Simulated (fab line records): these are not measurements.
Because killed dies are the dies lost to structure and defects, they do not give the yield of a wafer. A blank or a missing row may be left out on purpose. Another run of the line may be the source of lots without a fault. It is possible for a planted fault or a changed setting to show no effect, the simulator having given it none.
What tool caused it? | flow nand_harc | 12 lots, 36 wafers sampled, at 7 steps of a route of 1302

== WHAT EACH GAUGE READ, for each wafer ==
NHARC_A_SGD_CUT_INSPECT_11.
lot  | measured     | on                | raw_defect_count
L625 | day 19 13:05 | defect_inspect-02 | 70 66 73
L626 | day 19 13:16 | defect_inspect-02 | 11 14 21
L627 | day 20 20:25 | defect_inspect-02 | 68 63 48
L631 | day 22 02:55 | defect_inspect-02 | 69 56 68
L630 | day 22 03:04 | defect_inspect-01 | 111 116 116
L639 | day 25 09:18 | defect_inspect-02 | 47 43 49
L638 | day 25 09:31 | defect_inspect-01 | 63 56 52
L640 | day 25 19:43 | defect_inspect-02 | 34 21 27
L644 | day 27 09:40 | defect_inspect-01 | 19 21 14
L645 | day 28 07:23 | defect_inspect-01 | 26 29 31
L646 | day 28 09:51 | defect_inspect-01 | 64 59 76
L647 | day 29 03:24 | defect_inspect-02 | 7 9 3

NHARC_A_SGD_CUT_THK_MEAS_22: measures by ellipsometry.
lot  | measured     | on            | thk_nm (nm)
L625 | day 19 19:09 | film_metro-02 | 147.9 146.4 146.7
L626 | day 19 19:09 | film_metro-01 | 148.3 145.2 148.9
L627 | day 21 02:28 | film_metro-01 | 147.2 148.3 146.6
L631 | day 22 08:59 | film_metro-01 | 49.1 52.2 50.4 50.0 51.9 49.2
L630 | day 22 08:59 | film_metro-02 | 50.7 49.5 51.3 49.8 50.0 50.6
L639 | day 25 15:23 | film_metro-02 | 150.4 147.6 147.9
L638 | day 25 15:24 | film_metro-01 | 147.3 143.3 148.2
L640 | day 26 01:52 | film_metro-01 | 150.5 149.4 149.5
L644 | day 27 16:01 | film_metro-02 | 146.8 148.9 147.8
L645 | day 28 13:40 | film_metro-02 | 147.7 149.2 151.1
L646 | day 28 13:40 | film_metro-01 | 148.2 146.6 151.2
L647 | day 29 09:38 | film_metro-01 | 149.9 150.0 148.0

NHARC_END_SORT_01.
lot  | measured     | on        | defect_limited_yield (%) | killed_at_array | killed_at_other | killed_at_periphery | killed_dies | killed_open | killed_short | sort_bin_2_pct (%) | sort_bin_3_pct (%) | sort_bin_4_pct (%) | sort_n_pass | sort_rim_yield_pct (%) | sort_yield_pct (%)
L639 | day 30 09:46 | prober-02 | 89.5 93.1 90.4           | 64 42 50        | 0 0 2           | 7 5 13              | 71 47 65    | 5 2 4       | 1 2 2        | 3.1 3.7 4.0        | 1.5 0.9 0.4        | 5.9 2.4 5.2        | 606 630 612 | 90 88 88               | 89.5 93.1 90.4
L638 | day 30 10:31 | prober-01 | 92.3 92.2 91.7           | 50 46 53        | 0 0 0           | 2 7 3               | 52 53 56    | 4 0 5       | 4 3 1        | 3.0 2.8 3.2        | 0.7 0.6 0.1        | 4.0 4.4 4.9        | 625 624 621 | 96 95 95               | 92.3 92.2 91.7
L640 | day 31 19:11 | prober-01 | 89.8 93.6 91.3           | 60 38 50        | 2 0 1           | 7 5 8               | 69 43 59    | 7 6 4       | 1 2 4        | 3.1 2.2 3.2        | 0.9 0.6 0.4        | 6.2 3.5 5.0        | 608 634 618 | 92 88 92               | 89.8 93.6 91.3
L645 | day 33 10:50 | prober-02 | 94.4 93.6 93.9           | 31 40 35        | 2 2 4           | 5 1 2               | 38 43 41    | 5 4 4       | 2 0 3        | 1.3 1.3 1.8        | 0.3 0.4 0.4        | 4.0 4.6 3.8        | 639 634 636 | 93 96 87               | 94.4 93.6 93.9
L646 | day 33 13:16 | prober-01 | 89.7 89.1 89.1           | 66 70 69        | 1 1 0           | 3 3 5               | 70 74 74    | 4 3 4       | 3 2 5        | 4.4 5.0 4.0        | 0.6 0.3 1.0        | 5.3 5.6 5.9        | 607 603 603 | 91 88 90               | 89.7 89.1 89.1

== WHICH TOOL RAN EACH LOT (tool, then ch and the chambers of the sampled wafers, then the start) ==
lot  | NHARC_A_SGD_CUT_ETCH_16                       | NHARC_A_SGD_CUT_DEP_20       | NHARC_A_SGD_CUT_CMP_21        | NHARC_A_SLIT_DEP_23
L625 | rie_diel-03 ch 1,2,3, day 19 14:15 or earlier | fcvd-01 ch 0,1, day 19 14:15 | cmp-03 ch 2,3, day 19 18:53   | pecvd-01 ch 0,1,2, day 20 01:13
L626 | rie_diel-08 ch 1,2, day 19 14:28 or earlier   | fcvd-02 ch 0,1, day 19 14:28 | cmp-04 ch 0,1,3, day 19 18:56 | pecvd-03 ch 1,2, day 20 00:44
L627 | rie_diel-08 ch 0,3, day 20 21:36 or earlier   | fcvd-01 ch 0,1, day 20 21:36 | cmp-02 ch 2,3, day 21 02:12   | pecvd-03 ch 1,2, day 21 07:52
L631 | rie_diel-09 ch 0,3, day 22 04:05 or earlier   | fcvd-02 ch 0,1, day 22 04:05 | cmp-03 ch 1,3, day 22 08:44   | -
L630 | rie_diel-03 ch 1,2, day 22 04:16 or earlier   | fcvd-01 ch 0,1, day 22 04:16 | cmp-04 ch 0,1,2, day 22 08:44 | -
L639 | rie_diel-08 ch 0,1,3, day 25 10:30 or earlier | fcvd-02 ch 0,1, day 25 10:30 | cmp-02 ch 0,1,3, day 25 15:08 | pecvd-03 ch 0,1,2, day 25 20:10
L638 | rie_diel-09 ch 0,3, day 25 10:44 or earlier   | fcvd-01 ch 0,1, day 25 10:44 | cmp-04 ch 0,1,3, day 25 15:13 | pecvd-01 ch 0,2, day 25 20:03
L640 | rie_diel-09 ch 0,1,2, day 25 20:53 or earlier | fcvd-02 ch 0,1, day 25 20:53 | cmp-02 ch 0,1,3, day 26 01:36 | pecvd-03 ch 0,1,2, day 26 10:10
L644 | rie_diel-09 ch 1,3, day 27 10:59 or earlier   | fcvd-01 ch 0,1, day 27 10:59 | cmp-03 ch 0,2,3, day 27 15:47 | pecvd-04 ch 0,1,2, day 27 20:49
L645 | rie_diel-08 ch 0,1, day 28 08:37 or earlier   | fcvd-01 ch 1, day 28 08:37   | cmp-03 ch 1,3, day 28 13:24   | pecvd-01 ch 1,2, day 28 19:45
L646 | rie_diel-03 ch 1,2, day 28 11:07 or earlier   | fcvd-01 ch 0,1, day 28 11:07 | cmp-04 ch 0,1,2, day 28 13:29 | pecvd-04 ch 0,1,2, day 28 20:55
L647 | rie_diel-08 ch 1,2,3, day 29 05:04 or earlier | fcvd-02 ch 0,1, day 29 05:04 | cmp-03 ch 1,2,3, day 29 09:23 | pecvd-03 ch 0,2, day 29 16:12
- NHARC_A_SGD_CUT_ETCH_16: etches the open film in C4F8/O2/Ar, target depth 310.5 nm, time 155.2 s.
- NHARC_A_SGD_CUT_DEP_20: deposits SiO2, target thk 150 nm.
- NHARC_A_SGD_CUT_CMP_21: polishes, target thk 148.19 nm.
- NHARC_A_SLIT_DEP_23: deposits SiON, target thk 100 nm.

== WHAT THE TOOLS THEMSELVES READ (means of the sampled wafers that have a number; where no wafer has one, the mark that the record gives instead) ==
NHARC_A_SGD_CUT_ETCH_16.
lot  | tool        | oes_product_au (a.u.) | rf_vpp_V (V)
L625 | rie_diel-03 | 0.958                 | 721
L626 | rie_diel-08 | 0.958                 | 721
L627 | rie_diel-08 | 0.948                 | 721
L631 | rie_diel-09 | 1.001                 | 718
L630 | rie_diel-03 | 0.976                 | 720
L639 | rie_diel-08 | 0.964                 | 720
L638 | rie_diel-09 | 0.973                 | 717
L640 | rie_diel-09 | 0.988                 | 721
L644 | rie_diel-09 | 0.971                 | 724
L645 | rie_diel-08 | 0.954                 | 721
L646 | rie_diel-03 | 0.977                 | 721
L647 | rie_diel-08 | 0.947                 | 720

NHARC_A_SGD_CUT_CMP_21.
lot  | tool   | motor_current_A (A) | time_to_endpoint_s (s)
L625 | cmp-03 | 13.0                | 57
L626 | cmp-04 | 10.8                | 45
L627 | cmp-02 | 11.3                | 46
L631 | cmp-03 | 11.9                | 20
L630 | cmp-04 | 10.9                | 13
L639 | cmp-02 | 11.8                | 48
L638 | cmp-04 | 11.0                | 48
L640 | cmp-02 | 12.0                | 50
L644 | cmp-03 | 12.6                | 53
L645 | cmp-03 | 11.6                | 55
L646 | cmp-04 | 11.0                | 51
L647 | cmp-03 | 12.7                | 56

NHARC_A_SLIT_DEP_23.
lot  | tool     | heater_power_w (W)
L625 | pecvd-01 | 678
L626 | pecvd-03 | 858
L627 | pecvd-03 | 777
L639 | pecvd-03 | 827
L638 | pecvd-01 | 684
L640 | pecvd-03 | 823
L644 | pecvd-04 | 819
L645 | pecvd-01 | 682
L646 | pecvd-04 | 823
L647 | pecvd-03 | 758

== THE ANSWER, worked out from the rows above alone ==
Rule: the usual values come from the lots themselves. The widest of any qualifying gaps counts: lots, ordered by their means at a reading, are off when they make up no more than a third of the lots, leave a main group of 4 or more, and stand apart from it by 3 or more times the standard deviation of that group's means. If all means in a main group match to the digits the tables above print for the reading, that group is not used. A lot without any number at a reading at which 4 lots or more have one is off too. All remaining lots with rows at the step are treated as sound. The gauges are gone through in route order, then the tools' own readings, and for those a lot's mean is taken as printed above. At the first step where some lot is off, the reading lying furthest off is the one used; lots without a number count as furthest.
Off, at NHARC_A_SGD_CUT_THK_MEAS_22 on thk_nm: L631, L630. For the main group the mean is 148.2 nm and the standard deviation 1.1.
If a tool, at a process step before that reading, ran all the lots that are off and no sound lot after the first of them, it fits. The gauges at NHARC_A_SGD_CUT_THK_MEAS_22 aren't tried: what is off there is off at NHARC_A_SGD_CUT_CMP_21 too, on other tools, and a gauge's error can't cause that. Because NHARC_A_SGD_CUT_ETCH_16 lacks a start for some lots, the hours and order of its lots are taken from NHARC_A_SGD_CUT_DEP_20. Not one of the candidates tried fits.

== WHAT WAS PUT IN BY THE SIMULATOR ==
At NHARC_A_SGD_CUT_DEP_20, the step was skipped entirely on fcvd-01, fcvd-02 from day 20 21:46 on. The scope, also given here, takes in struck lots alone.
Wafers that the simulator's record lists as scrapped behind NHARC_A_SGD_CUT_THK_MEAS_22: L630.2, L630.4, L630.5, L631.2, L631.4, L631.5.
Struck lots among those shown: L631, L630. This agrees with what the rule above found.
